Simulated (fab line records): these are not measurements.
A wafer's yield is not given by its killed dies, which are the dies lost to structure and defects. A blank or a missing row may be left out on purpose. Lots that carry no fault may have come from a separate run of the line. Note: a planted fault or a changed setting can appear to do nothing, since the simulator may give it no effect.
Matching of chambers / flow n5 finfet / N5_BEOL_M3_CMP_52 on cmp-04 has 4 sister chambers
The step polishes, stops on SiOC, t overpolish 6.8 s, target thk 40 nm. 8 wafers are shown with their chamber, then 8 later ones without.

## WAFERS, EACH WITH ITS CHAMBER
wafer=L080.4; chamber=1; motor current A (A)=5.8; barrier field endpoint s (s)=24.4
wafer=L080.5; chamber=3; motor current A (A)=6.7; barrier field endpoint s (s)=24.3
wafer=L087.4; chamber=2; motor current A (A)=6.1; barrier field endpoint s (s)=27.1
wafer=L087.6; chamber=0; motor current A (A)=5.7; barrier field endpoint s (s)=25.9
wafer=L086.3; chamber=2; motor current A (A)=6.0; barrier field endpoint s (s)=26.3
wafer=L086.4; chamber=3; motor current A (A)=6.8; barrier field endpoint s (s)=24.5
wafer=L086.6; chamber=0; motor current A (A)=5.7; barrier field endpoint s (s)=25.7
wafer=L091.1; chamber=1; motor current A (A)=5.4; barrier field endpoint s (s)=24.7

## WAFERS MISSING THEIR CHAMBER
wafer=L091.3; motor current A (A)=6.1; barrier field endpoint s (s)=26.8
wafer=L091.6; motor current A (A)=5.9; barrier field endpoint s (s)=24.9
wafer=L092.2; motor current A (A)=5.9; barrier field endpoint s (s)=25.9
wafer=L092.4; motor current A (A)=5.6; barrier field endpoint s (s)=26.1
wafer=L092.5; motor current A (A)=6.3; barrier field endpoint s (s)=27.4
wafer=L096.2; motor current A (A)=6.4; barrier field endpoint s (s)=24.9
wafer=L096.3; motor current A (A)=6.7; barrier field endpoint s (s)=24.9
wafer=L096.5; motor current A (A)=5.9; barrier field endpoint s (s)=24.6

## EACH ONE'S CHAMBER
wafer=L091.3; from the rows above=2; in truth=2
wafer=L091.6; from the rows above=can't be placed: 1 or 0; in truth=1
wafer=L092.2; from the rows above=can't be placed: 0 or 2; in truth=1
wafer=L092.4; from the rows above=0; in truth=0
wafer=L092.5; from the rows above=2; in truth=2
wafer=L096.2; from the rows above=3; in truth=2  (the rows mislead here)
wafer=L096.3; from the rows above=3; in truth=3
wafer=L096.5; from the rows above=can't be placed: 1 or 0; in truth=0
Correctly placed: 4 of 8. These rows do not allow placing 3 (true chamber among the candidates in 2). Placed wrongly: 1.
How it was worked out, from the rows above alone: a wafer's distance from a chamber is the root of the sum, over the readings, of the square of ((its reading less the chamber's mean) divided by the reading's scatter). The wafer belongs to the nearest chamber; if the next one is less than 2 further off, it can't be placed. A chamber's mean is the mean of its shown wafers. How the scatter is found: for the shown wafers, subtract from each reading the mean of its chamber, square and add these, divide the total by (wafers less chambers), then take the root.
